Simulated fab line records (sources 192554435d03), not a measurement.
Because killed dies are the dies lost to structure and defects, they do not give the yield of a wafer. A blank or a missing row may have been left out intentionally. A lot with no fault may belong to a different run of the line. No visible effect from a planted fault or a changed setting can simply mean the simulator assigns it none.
fab line records -- flow n5_finfet
[record] lots = 9, wafers = 27, last_day = 20
route steps=1938 shown WELL_APT@28 BEOL_M4@1111 PASSIVATION@1936
lots that met no fault: from a run of the same line without faults
start_h: hours from the record's first day to the start of the lot's first wafer shown -- wait_h: time in hours since the lot's previous step -- " repeats the value in the row above -- L1.1+2: a row that stands for several wafers -- - no value, or no start given -- * or withheld: withheld -- < > ~ a bound
route shown NAME@n: names a module that has steps shown in the file, with the first one's number in the route -- usual: mean and standard deviation over wafers with no fault -- same: alike in all rows -- chamber/n: place in a boat -- sites: per-site readings -- _std_site: standard deviation across them -- _edge_site: mean of outer sites minus mean of inner sites -- radius_mm: how far each site lies from the wafer's centre -- mask NAME#n: copy n -- behind: the most recent tool/chamber to have shaped the wafer -- hold: why the lot went on hold/how many hours it stayed there/how the hold came to an end -- device: the transistor (n, p or np) that didn't switch -- end of line: tests of these same wafers at the route's end -- a step with no rows: only its recipe -- killed: at the first sort, the dies lost to defects and structure; wafer yield is something else -- map: the dies of a wafer, with x for killed, . for not killed, _ for no die there
set.NAME: the run value of the setting; set.NAME@STEP: its run value at that earlier step -- model.NAME: the simulator's own value behind a step, which no gauge read
a sample of lots followed through the steps of the route, with each step as a table and each wafer as a row
services: from which hour (start_h, from the record's first day; less than 0 if before it) a tool's chamber was out of use, for how many hours, and why
[[steps]]
[step N5_WELL_APT_CD_MEAS_08]
[recipe] target_cd_nm = 200, landing_energy_ev = 500, detector = se_inlens
[usual] cd_nm = 199.5/1.6
lot.wafer,tool,chamber,start_h,wait_h,cd_nm
L911.2,cd_sem-03,0,13.81,-,200.0
L911.4,cd_sem-03,0,13.81,-,202.8
L911.6,cd_sem-03,0,13.81,-,199.4
L912.2,cd_sem-01,0,19.69,-,201.9
L912.4,cd_sem-01,0,19.69,-,200.5
L912.5,cd_sem-01,0,19.69,-,198.4
L913.3,cd_sem-01,0,26.02,-,200.8
L913.4,cd_sem-01,0,26.02,-,203.4
L913.5,cd_sem-01,0,26.02,-,199.2
L922.3,cd_sem-02,0,80.12,-,198.7
L922.4,cd_sem-02,0,80.12,-,198.8
L922.6,cd_sem-02,0,80.12,-,196.9
L923.2,cd_sem-02,0,85.81,-,200.0
L923.3,cd_sem-02,0,85.81,-,201.1
L923.5,cd_sem-02,0,85.81,-,199.1
L926.2,cd_sem-01,0,103.75,-,198.2
L926.3,cd_sem-01,0,103.75,-,199.7
L926.5,cd_sem-01,0,103.75,-,201.7
L931.1,cd_sem-03,0,133.56,-,196.7
L931.2,cd_sem-03,0,133.56,-,197.0
L931.6,cd_sem-03,0,133.56,-,200.0
L933.1,cd_sem-03,0,145.68,-,198.1
L933.2,cd_sem-03,0,145.68,-,199.9
L933.4,cd_sem-03,0,145.68,-,198.0
L934.1,cd_sem-03,0,151.60,-,200.5
L934.2,cd_sem-03,0,151.60,-,197.4
L934.4,cd_sem-03,0,151.60,-,200.3
[step N5_WELL_APT_OVL_MEAS_09]
[recipe] points_per_wafer = 44
[usual] NWELL_OVL = 0/5.2
lot.wafer,tool,chamber,start_h,wait_h,NWELL_OVL[nm]
L911.2,overlay-02,0,13.84,0.0,1
L911.4,overlay-02,0,13.84,0.0,0
L911.6,overlay-02,0,13.84,0.0,-1
L912.2,overlay-01,0,19.71,0.0,8
L912.4,overlay-01,0,19.71,0.0,3
L912.5,overlay-01,0,19.71,0.0,2
L913.3,overlay-01,0,26.05,0.0,0
L913.4,overlay-01,0,26.05,0.0,11
L913.5,overlay-01,0,26.05,0.0,3
L922.3,overlay-02,0,80.15,0.0,3
L922.4,overlay-02,0,80.15,0.0,-2
L922.6,overlay-02,0,80.15,0.0,-3
L923.2,overlay-01,0,85.84,0.0,-11
L923.3,overlay-01,0,85.84,0.0,1
L923.5,overlay-01,0,85.84,0.0,-7
L926.2,overlay-01,0,103.78,0.0,7
L926.3,overlay-01,0,103.78,0.0,9
L926.5,overlay-01,0,103.78,0.0,0
L931.1,overlay-02,0,133.59,0.0,-4
L931.2,overlay-02,0,133.59,0.0,3
L931.6,overlay-02,0,133.59,0.0,4
L933.1,overlay-02,0,145.71,0.0,3
L933.2,overlay-02,0,145.71,0.0,4
L933.4,overlay-02,0,145.71,0.0,2
L934.1,overlay-02,0,151.63,0.0,-1
L934.2,overlay-02,0,151.63,0.0,-3
L934.4,overlay-02,0,151.63,0.0,0
[step N5_WELL_APT_OVL_MEAS_26]
[recipe] points_per_wafer = 44
[usual] PWELL_OVL = 1/6.2
lot.wafer,tool,chamber,start_h,wait_h,PWELL_OVL[nm]
L911.2,overlay-01,0,15.08,0.0,-8
L911.4,overlay-01,0,15.08,0.0,-7
L911.6,overlay-01,0,15.08,0.0,-4
L912.2,overlay-02,0,21.33,0.0,-4
L912.4,overlay-02,0,21.33,0.0,-2
L912.5,overlay-02,0,21.33,0.0,8
L913.3,overlay-01,0,27.32,0.0,-2
L913.4,overlay-01,0,27.32,0.0,2
L913.5,overlay-01,0,27.32,0.0,2
L922.3,overlay-01,0,81.29,0.0,-3
L922.4,overlay-01,0,81.29,0.0,2
L922.6,overlay-01,0,81.29,0.0,2
L923.2,overlay-02,0,86.96,0.0,0
L923.3,overlay-02,0,86.96,0.0,5
L923.5,overlay-02,0,86.96,0.0,4
L926.2,overlay-02,0,105.04,0.0,3
L926.3,overlay-02,0,105.04,0.0,10
L926.5,overlay-02,0,105.04,0.0,8
L931.1,overlay-02,0,134.86,0.0,-11
L931.2,overlay-02,0,134.86,0.0,8
L931.6,overlay-02,0,134.86,0.0,2
L933.1,overlay-01,0,147.02,0.0,-7
L933.2,overlay-01,0,147.02,0.0,-1
L933.4,overlay-01,0,147.02,0.0,2
L934.1,overlay-02,0,153.07,0.0,-1
L934.2,overlay-02,0,153.07,0.0,0
L934.4,overlay-02,0,153.07,0.0,3
[step N5_WELL_APT_RTA_34]
[recipe] temp_c = 1000, time_s = 10, ambient = N2, idle_temp_c = 600, ramp_up_c_per_s = 150, ramp_down_c_per_s = 60, cool_to_c = 600
[usual] lamp_power_pct = 13.00/0.055, lamp_zone_1_pct = 13.00/0.033, lamp_zone_2_pct = 13.00/0.033, lamp_zone_3_pct = 13.00/0.034, lamp_zone_4_pct = 12.991/0.03, lamp_zone_5_pct = 12.996/0.029, lamp_zone_6_pct = 12.92/0.035, lamp_zone_7_pct = 13.417/0.028, wafer_temp_C_max = 1003.5/1.1
lot.wafer,tool,chamber,start_h,wait_h,lamp_power_pct,lamp_zone_1_pct,lamp_zone_2_pct,lamp_zone_3_pct,lamp_zone_4_pct,lamp_zone_5_pct,lamp_zone_6_pct,lamp_zone_7_pct,wafer_temp_C_max
L911.2,rtp_anneal-01,0,16.11,0.2,12.85,13.05,13.00,13.09,12.974,12.989,12.96,13.394,1001.1
L911.4,rtp_anneal-01,0,16.11,0.2,13.01,13.03,13.03,12.97,12.965,13.003,12.96,13.420,1002.1
L911.6,rtp_anneal-01,0,16.11,0.2,13.10,13.02,13.01,13.03,12.993,13.036,12.95,13.452,1003.4
L912.2,rtp_anneal-01,0,22.68,0.2,13.06,12.94,13.10,13.05,12.983,13.015,12.90,13.407,1002.8
L912.4,rtp_anneal-01,0,22.68,0.2,13.03,13.01,13.04,13.01,13.016,12.968,12.94,13.480,1002.3
L912.5,rtp_anneal-01,0,22.68,0.2,13.02,13.05,12.97,13.00,13.028,12.988,12.93,13.443,1003.0
L913.3,rtp_anneal-01,0,28.93,0.1,13.06,13.02,13.02,12.94,12.966,12.923,12.87,13.439,1005.1
L913.4,rtp_anneal-01,0,28.93,0.1,12.99,12.96,12.98,12.94,12.925,12.991,13.01,13.415,1003.4
L913.5,rtp_anneal-01,0,28.93,0.1,12.93,13.03,12.97,12.98,12.949,12.964,12.86,13.393,1005.5
L922.3,rtp_anneal-01,0,82.60,0.1,13.25,13.25,13.15,13.15,13.165,13.211,13.18,13.628,1003.4
L922.4,rtp_anneal-01,0,82.60,0.1,12.97,13.02,13.00,13.07,12.998,13.015,12.93,13.374,1002.9
L922.6,rtp_anneal-01,0,82.60,0.1,13.10,13.18,13.13,13.18,13.207,13.201,13.13,13.615,1003.6
L923.2,rtp_anneal-01,0,87.89,0.1,13.03,12.97,13.01,13.01,12.942,12.934,12.88,13.403,1003.4
L923.3,rtp_anneal-01,0,87.89,0.1,13.19,13.24,13.25,13.19,13.228,13.220,13.11,13.627,1003.7
L923.5,rtp_anneal-01,0,87.89,0.1,13.05,12.97,13.05,13.02,12.970,13.028,12.95,13.437,1002.9
L926.2,rtp_anneal-02,0,106.00,0.2,13.04,12.98,12.97,12.97,12.948,13.015,12.94,13.422,1005.6
L926.3,rtp_anneal-02,0,106.00,0.2,12.91,12.98,13.00,12.96,12.983,13.040,12.89,13.383,1004.0
L926.5,rtp_anneal-02,0,106.00,0.2,13.07,12.99,13.00,13.02,12.958,13.012,12.92,13.416,1004.3
L931.1,rtp_anneal-02,0,135.70,0.0,12.94,12.99,12.98,13.00,12.983,13.022,12.93,13.394,1003.5
L931.2,rtp_anneal-02,0,135.70,0.0,12.95,12.92,12.98,13.02,13.011,13.010,12.87,13.392,1002.3
L931.6,rtp_anneal-02,0,135.70,0.0,12.89,12.98,13.00,12.97,13.024,13.021,12.92,13.403,1003.3
L933.1,rtp_anneal-02,0,147.90,0.0,13.03,13.01,13.06,12.96,12.993,12.966,12.97,13.400,1005.4
L933.2,rtp_anneal-02,0,147.90,0.0,13.08,12.95,12.95,13.02,12.982,12.991,12.95,13.467,1004.6
L933.4,rtp_anneal-02,0,147.90,0.0,12.99,13.00,13.01,13.09,12.940,13.029,12.96,13.433,1002.4
L934.1,rtp_anneal-02,0,153.97,0.1,12.87,13.01,12.99,12.98,12.992,12.979,12.96,13.387,1003.5
L934.2,rtp_anneal-02,0,153.97,0.1,13.07,12.98,12.97,13.00,12.973,12.994,12.92,13.315,1003.4
L934.4,rtp_anneal-02,0,153.97,0.1,13.03,13.03,12.95,12.95,13.000,13.029,12.90,13.418,1004.8
[step N5_BEOL_M4_RC_MEAS_101]
[usual] DIBL_N = 36.0/1.9, DIBL_P = 35.6/2.2, IOFF_N = 0.15/0.031, IOFF_P = 0.19/0.032, ION_N = 668/11, ION_P = 455/7.2, SS_N = 71.5/0.65, SS_P = 73.4/0.64, VT_N = 251/3.6, VT_P = -253/3.3
lot.wafer,tool,chamber,start_h,wait_h,DIBL_N[mV/V],DIBL_P[mV/V],IOFF_N[nA/um],IOFF_P[nA/um],ION_N[uA/um],ION_P[uA/um],SS_N[mV/dec],SS_P[mV/dec],VT_N[mV],VT_P[mV]
L911.2,prober-01,0,190.18,0.2,36.4,35.6,0.15,0.21,671,461,70.7,73.6,249,-249
L911.4,prober-01,0,190.18,0.2,35.7,34.2,0.14,0.19,664,460,70.1,73.3,251,-251
L911.6,prober-01,0,190.18,0.2,37.5,36.3,0.17,0.22,675,457,71.0,73.7,250,-250
L912.2,prober-02,0,193.89,0.2,35.0,34.2,0.11,0.14,661,445,72.1,72.7,258,-259
L912.4,prober-02,0,193.89,0.2,35.1,34.4,0.12,0.14,658,444,71.0,72.9,254,-256
L912.5,prober-02,0,193.89,0.2,36.2,36.1,0.13,0.16,669,453,71.8,73.5,252,-258
L913.3,prober-01,0,198.86,0.3,34.8,34.5,0.13,0.17,647,445,71.1,72.7,252,-253
L913.4,prober-01,0,198.86,0.3,36.2,35.2,0.15,0.17,663,453,70.9,72.5,254,-253
L913.5,prober-01,0,198.86,0.3,36.5,35.6,0.15,0.17,655,441,71.8,73.5,251,-254
L922.3,prober-02,0,292.35,0.3,33.7,31.6,0.12,0.15,657,449,70.3,73.2,254,-255
L922.4,prober-02,0,292.35,0.3,33.0,31.3,0.12,0.15,653,451,70.8,72.9,254,-258
L922.6,prober-02,0,292.35,0.3,34.4,33.1,0.13,0.17,658,456,70.9,73.0,253,-253
L923.2,prober-01,0,295.37,0.2,38.7,37.3,0.17,0.22,674,461,71.9,74.7,250,-250
L923.3,prober-01,0,295.37,0.2,37.5,35.6,0.15,0.19,671,454,72.2,73.6,251,-251
L923.5,prober-01,0,295.37,0.2,37.1,35.4,0.15,0.18,659,446,71.0,73.3,256,-255
L926.2,prober-01,0,305.76,0.2,36.3,38.5,0.16,0.21,666,458,71.4,73.7,248,-253
L926.3,prober-01,0,305.76,0.2,35.7,36.3,0.16,0.17,666,445,72.0,73.4,249,-258
L926.5,prober-01,0,305.76,0.2,36.9,38.1,0.18,0.20,668,458,72.0,73.8,251,-256
L931.1,prober-02,0,322.43,0.0,35.0,34.7,0.14,0.19,672,460,71.3,73.9,254,-254
L931.2,prober-02,0,322.43,0.0,35.7,34.8,0.15,0.18,666,452,72.6,74.2,251,-253
L931.6,prober-02,0,322.43,0.0,36.2,35.4,0.14,0.19,658,449,71.9,73.3,256,-252
L933.1,prober-02,0,333.71,0.0,33.1,33.5,0.11,0.13,662,444,70.6,72.9,259,-262
L933.2,prober-02,0,333.71,0.0,34.7,35.8,0.13,0.16,666,443,71.6,73.6,255,-262
L933.4,prober-02,0,333.71,0.0,34.6,37.0,0.14,0.17,665,449,71.9,74.3,252,-259
L934.1,prober-01,0,361.52,0.0,34.9,33.6,0.13,0.17,671,460,71.2,73.1,250,-252
L934.2,prober-01,0,361.52,0.0,34.3,33.6,0.12,0.18,653,451,70.9,73.2,254,-253
L934.4,prober-01,0,361.52,0.0,37.0,36.7,0.16,0.24,684,469,71.4,74.6,248,-246
[step N5_PASSIVATION_PROBE_49]
[usual] defect_limited_yield = 91.3/1.4, killed_at_M0_to_M3 = 34/10, killed_at_M4_up = 14/5.5, killed_at_contacts = 12/6, killed_at_front_end = 40/10, killed_at_other = 3.0/2.4, killed_dies = 103/17, killed_open = 68/13, killed_short = 34/7.8, sort_bin_5_function = 5.1/0.97, sort_bin_6_memory = 3.3/0.66, sort_bin_8_speed = 0.02/0.12, sort_n_pass = 1077/17, sort_yield_pct = 91.2/1.4
[same] gross_dies = 1180, killed_at_back_side = 0, sort_bin_4_leakage[%] = 0
lot.wafer,tool,chamber,start_h,wait_h,defect_limited_yield[%],killed_at_M0_to_M3,killed_at_M4_up,killed_at_contacts,killed_at_front_end,killed_at_other,killed_dies,killed_open,killed_short,sort_bin_5_function[%],sort_bin_6_memory[%],sort_bin_8_speed[%],sort_n_pass,sort_yield_pct[%]
L922.3,prober-01,-,399.67,0.1,92.1,25,8,22,38,0,93,71,20,5.0,2.6,0,1087,92.1
L922.4,prober-01,-,399.72,0.2,93.0,24,8,10,41,0,83,54,29,4.2,2.5,0,1097,93.0
L922.6,prober-01,-,399.82,0.3,89.7,31,12,26,50,2,121,82,38,6.5,3.1,0,1059,89.7
L923.2,prober-02,-,404.46,0.1,93.1,31,13,4,32,2,82,54,27,4.5,1.9,0,1098,93.1
L923.3,prober-02,-,404.51,0.1,92.1,27,7,17,42,0,93,61,29,4.4,3.3,0,1087,92.1
L923.5,prober-02,-,404.61,0.2,91.1,41,16,9,38,1,105,77,27,4.8,3.9,0,1075,91.1
L926.3,prober-01,-,416.70,0.1,92.5,35,13,12,25,3,88,63,25,4.3,3.0,0,1092,92.5
L926.5,prober-01,-,416.80,0.2,91.0,28,19,8,47,4,106,67,38,5.0,3.8,0,1074,91.0
// killed by level:class
L922.3 MOL_CONTACT_COAG:geometric_particle:open=17 STI_FIN_REVEAL:geometric_particle:open=12 FIN_SAQP:geometric_particle:open=8 BEOL_M1:geometric_particle:open=7 BEOL_M3:geometric_particle:open=5 DUMMY_GATE:geometric_particle:open=4 MOL_CONTACT_COAG:geometric_particle:short=4 BEOL_M0_SAQP:geometric_particle:short=4
L922.4 STI_FIN_REVEAL:geometric_particle:open=11 FIN_SAQP:geometric_particle:open=9 MOL_CONTACT_COAG:geometric_particle:open=8 BEOL_M1:geometric_particle:open=7 STARTING-WAFER:geometric_particle:short=6 BEOL_M0_SAQP:geometric_particle:short=4 BEOL_M2:geometric_particle:open=4 BEOL_M8:geometric_particle:open=4
L922.6 MOL_CONTACT_COAG:geometric_particle:open=22 FIN_SAQP:geometric_particle:open=11 BEOL_M0_SAQP:geometric_particle:short=8 BEOL_M1:geometric_particle:open=8 GATE_CUT:geometric_particle:short=7 BEOL_M0_SAQP:geometric_particle:open=5 STARTING-WAFER:geometric_particle:open=5 FIN_SAQP:geometric_particle:short=4
L923.2 BEOL_M4:geometric_particle:open=10 BEOL_M3:geometric_particle:open=9 FIN_SAQP:geometric_particle:open=8 BEOL_M0_SAQP:geometric_particle:short=7 BEOL_M0_SAQP:geometric_particle:open=7 GATE_CUT:geometric_particle:short=5 FIN_SAQP:geometric_particle:short=4 STI_FIN_REVEAL:geometric_particle:open=4
L923.3 MOL_CONTACT_COAG:geometric_particle:open=12 FIN_SAQP:geometric_particle:open=10 BEOL_M0_SAQP:geometric_particle:open=7 MOL_CONTACT_COAG:geometric_particle:short=5 BEOL_M0_SAQP:geometric_particle:short=5 STARTING-WAFER:geometric_particle:short=5 STI_FIN_REVEAL:geometric_particle:open=4 GATE_CUT:geometric_particle:short=4
L923.5 FIN_SAQP:geometric_particle:open=16 BEOL_M3:geometric_particle:open=13 BEOL_M4:geometric_particle:open=9 BEOL_M0_SAQP:geometric_particle:short=8 MOL_CONTACT_COAG:geometric_particle:open=7 BEOL_M0_SAQP:geometric_particle:open=7 BEOL_M2:geometric_particle:open=5 DUMMY_GATE:geometric_particle:open=4
L926.3 MOL_CONTACT_COAG:geometric_particle:open=10 BEOL_M0_SAQP:geometric_particle:open=9 GATE_CUT:geometric_particle:short=6 BEOL_M1:geometric_particle:open=6 BEOL_M0_SAQP:geometric_particle:short=5 BEOL_M2:geometric_particle:open=5 BEOL_M3:geometric_particle:open=5 BEOL_M4:geometric_particle:open=5
L926.5 FIN_SAQP:geometric_particle:open=7 STI_FIN_REVEAL:geometric_particle:open=7 BEOL_M0_SAQP:geometric_particle:short=7 FIN_SAQP:geometric_particle:short=6 BEOL_M1:geometric_particle:short=6 ILD0:geometric_particle:open=5 MOL_CONTACT_COAG:geometric_particle:open=5 BEOL_M3:geometric_particle:open=5
[[services]]
tool,chamber,start_h,hours,kind
rtp_anneal-02,-,21.76,4.1,pm
[[key]]
[first_sign] step = N5_WELL_APT_RTA_34, reading = lamp_zone_7_pct, direction = up, sigmas = 7.4, usual = *, struck = *
[effect] step = N5_WELL_APT_RTA_34, reading = lamp_zone_5_pct, direction = up, sigmas = 7.4, usual = *, struck = *
met_at N5_WELL_APT_RTA_34
struck_lots L922,L923
struck_wafers L922.3,L922.6,L923.3
not_acting_at N5_WELL_APT_CD_MEAS_08,N5_WELL_APT_OVL_MEAS_09,N5_WELL_APT_OVL_MEAS_26
onset_between 28.93 82.60
[fault] kind = process_parameter_drift, tool = rtp_anneal-01, chamber = -, onset_h = 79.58, steps = N5_WELL_APT_RTA_34, channel = time_s, offset = *, shape = step, end_h = 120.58, scope = struck_wafers_only, acts_in = *, stated = *
